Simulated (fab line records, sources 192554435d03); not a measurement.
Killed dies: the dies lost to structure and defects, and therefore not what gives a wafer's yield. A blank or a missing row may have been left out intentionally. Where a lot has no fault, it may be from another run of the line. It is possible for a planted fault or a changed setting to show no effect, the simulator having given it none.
Split-lot trial + flow n5_finfet + route with 1938 steps; 7 lots, 39 wafers read

== SPLIT DETAILS ==
At N5_BEOL_M0_SAQP_PECVD_96 (deposits a-Si from SiH4/He, target thk 45 nm, time 45.2 s), the setting time_s was moved away from the recipe's 45.2 s on 9 of the 39 wafers read, by -42.9% to +32.8%. The other wafers ran this setting at the recipe's value.

== FROM THE SPLIT TO THE READING: what the file shows between them, 4 steps ==
- N5_BEOL_M0_SAQP_PECVD_97: deposits SiNx from SiH4/NH3/N2, target thk 23 nm, time 19.9 s
- N5_BEOL_M0_SAQP_PECVD_04: deposits a-Si from SiH4/He, target thk 60 nm, time 60.2 s
- N5_BEOL_M0_SAQP_ETCH_101: etches SiNx in CH3F/O2, target depth 29.9 nm, time 42.7 s
- N5_BEOL_M0_SAQP_ETCH_102: etches SiO2 in CF4, target depth 4 nm, time 4.4 s

== THE READING ==
oes_product_au, in a.u., at N5_BEOL_M0_SAQP_MANDREL_ETCH_103 (etches a-Si in HBr/Cl2, stops on SiCN, target depth 45 nm, bt time 10 s, time 27 s). On this fab line, fault-free wafers typically give 0.679 a.u. with a standard deviation of 0.0097 a.u.

| wafer  | tool, chamber at the split | time_s as run, s | against the recipe | oes_product_au, a.u. | against lot-mates on the recipe |
|--------|----------------------------|------------------|--------------------|----------------------|---------------------------------|
| L076.1 | pecvd-02, 0                | 45.2             | recipe             | 0.680                | -                               |
| L076.2 | pecvd-02, 2,1              | 45.2             | recipe             | 0.670                | -                               |
| L076.3 | pecvd-02, 2,1              | 45.2             | recipe             | 0.663                | -                               |
| L076.4 | pecvd-02, 0                | 45.2             | recipe             | 0.689                | -                               |
| L076.5 | pecvd-02, 2,1              | 45.2             | recipe             | 0.673                | -                               |
| L076.6 | pecvd-02, 2,1              | 45.2             | recipe             | 0.683                | -                               |
| L077.1 | pecvd-02, 0                | 45.2             | recipe             | 0.680                | -                               |
| L077.2 | pecvd-02, 1                | 45.2             | recipe             | 0.679                | -                               |
| L077.6 | pecvd-02, 0                | 45.2             | recipe             | 0.674                | -                               |
| L081.1 | pecvd-03, 0                | 45.2             | recipe             | 0.679                | -                               |
| L081.2 | pecvd-03, 1                | 45.2             | recipe             | 0.683                | -                               |
| L081.3 | pecvd-03, 0                | 28.94            | -36.0%             | 0.539                | -0.146                          |
| L081.4 | pecvd-03, 1                | 28.94            | -36.0%             | 0.547                | -0.138                          |
| L081.5 | pecvd-03, 0                | 45.2             | recipe             | 0.692                | -                               |
| L081.6 | pecvd-03, 1                | 28.94            | -36.0%             | 0.543                | -0.142                          |
| L084.1 | pecvd-03, 1                | 60.01            | +32.8%             | 0.800                | +0.124                          |
| L084.2 | pecvd-03, 2                | 45.2             | recipe             | 0.670                | -                               |
| L084.3 | pecvd-03, 0                | 60.01            | +32.8%             | 0.830                | +0.154                          |
| L084.4 | pecvd-03, 1                | 60.01            | +32.8%             | 0.828                | +0.152                          |
| L084.5 | pecvd-03, 0                | 45.2             | recipe             | 0.689                | -                               |
| L084.6 | pecvd-03, 2                | 45.2             | recipe             | 0.670                | -                               |
| L088.1 | pecvd-01, 2                | 45.2             | recipe             | 0.675                | -                               |
| L088.2 | pecvd-01, 0                | 25.79            | -42.9%             | 0.496                | -0.181                          |
| L088.3 | pecvd-01, 1                | 45.2             | recipe             | 0.681                | -                               |
| L088.4 | pecvd-01, 2                | 45.2             | recipe             | 0.676                | -                               |
| L088.5 | pecvd-01, 1                | 25.79            | -42.9%             | 0.500                | -0.177                          |
| L088.6 | pecvd-01, 0                | 25.79            | -42.9%             | 0.511                | -0.166                          |
| L093.1 | pecvd-02, 0                | 45.2             | recipe             | 0.686                | -                               |
| L093.2 | pecvd-02, 2,1              | 45.2             | recipe             | 0.679                | -                               |
| L093.3 | pecvd-02, 2,1              | 45.2             | recipe             | 0.675                | -                               |
| L093.4 | pecvd-02, 2                | 45.2             | recipe             | 0.681                | -                               |
| L093.5 | pecvd-02, 0                | 45.2             | recipe             | 0.680                | -                               |
| L093.6 | pecvd-02, 1                | 45.2             | recipe             | 0.695                | -                               |
| L095.1 | pecvd-01, 2                | 45.2             | recipe             | 0.657                | -                               |
| L095.2 | pecvd-01, 1                | 45.2             | recipe             | 0.677                | -                               |
| L095.3 | pecvd-01, 0,2              | 45.2             | recipe             | 0.664                | -                               |
| L095.4 | pecvd-01, 1,0              | 45.2             | recipe             | 0.693                | -                               |
| L095.5 | pecvd-01, 0,2              | 45.2             | recipe             | 0.666                | -                               |
| L095.6 | pecvd-01, 1,0              | 45.2             | recipe             | 0.686                | -                               |
Where a row lists several chambers, the file gives one row for several wafers and doesn't say which wafer went through which chamber.

THE FIT
A straight line over all 39 wafers: oes_product_au changes by +0.00406 a.u. for each +1% of time_s; r = +0.99; the points scatter about the line by 0.0099 a.u.
The same after taking each lot's own level away (the mean of its wafers on the recipe; 39 wafers): +0.00412 a.u. for each +1%; r = +0.99; scatter 0.009 a.u.
That fit puts the effect of the largest move of time_s on the reading at 0.18 a.u.
The lots' own levels span 0.6738 to 0.6847 a.u., that is 1.1 times the standard deviation above.
The two slopes are in agreement: the lot-to-lot level therefore moves the slope only a little.
Check: for one of the wafers moved furthest among these (-42.9%), held out of the fit, the line's prediction against its lot-mates is -0.175 a.u. It came out at -0.181 a.u. against them.

== OTHER SPLITS APPLIED TO THESE WAFERS ==
Before the reading, these wafers also passed through other splits. Each is held against what the fit with the lots' levels taken away leaves over:
| other split on the same wafers | wafers away from the commonest value | r with oes_product_au (lot level and that fit taken away) |
|--------------------------------|--------------------------------------|-----------------------------------------------------------|
| N5_FIN_SAQP_ETCH_65 time_s     | 12                                   | -0.04                                                     |
| N5_DUMMY_GATE_ETCH_32 time_s   | 12                                   | +0.01                                                     |

== THE WHOLE CHAIN: every reading that the file lists as answering this split, in the file's order ==
| step                             | what it does                                                                       | reading                                                                               | change (the file's fit)                  | r (the file's) |
|----------------------------------|------------------------------------------------------------------------------------|---------------------------------------------------------------------------------------|------------------------------------------|----------------|
| N5_BEOL_M0_SAQP_PECVD_96         | deposits a-Si from SiH4/He, target thk 45 nm, time 45.2 s                          | a-Si_of_BEOL_M0_SAQP_PECVD_96.thk_nm (the simulator's own value, which no gauge read) | +0.438 nm for each +1% of the setting    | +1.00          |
| N5_BEOL_M0_SAQP_MANDREL_ETCH_103 | etches a-Si in HBr/Cl2, stops on SiCN, target depth 45 nm, bt time 10 s, time 27 s | oes_product_au                                                                        | +0.0041 a.u. for each +1% of the setting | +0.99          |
| N5_BEOL_M0_SAQP_MANDREL_ETCH_103 | etches a-Si in HBr/Cl2, stops on SiCN, target depth 45 nm, bt time 10 s, time 27 s | etch.depth_nm (the simulator's own value, which no gauge read)                        | +0.438 nm for each +1% of the setting    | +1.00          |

== THE FILE'S OWN FIT ==
oes_product_au changes by +0.0041 a.u. for each +1% of time_s, r = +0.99.
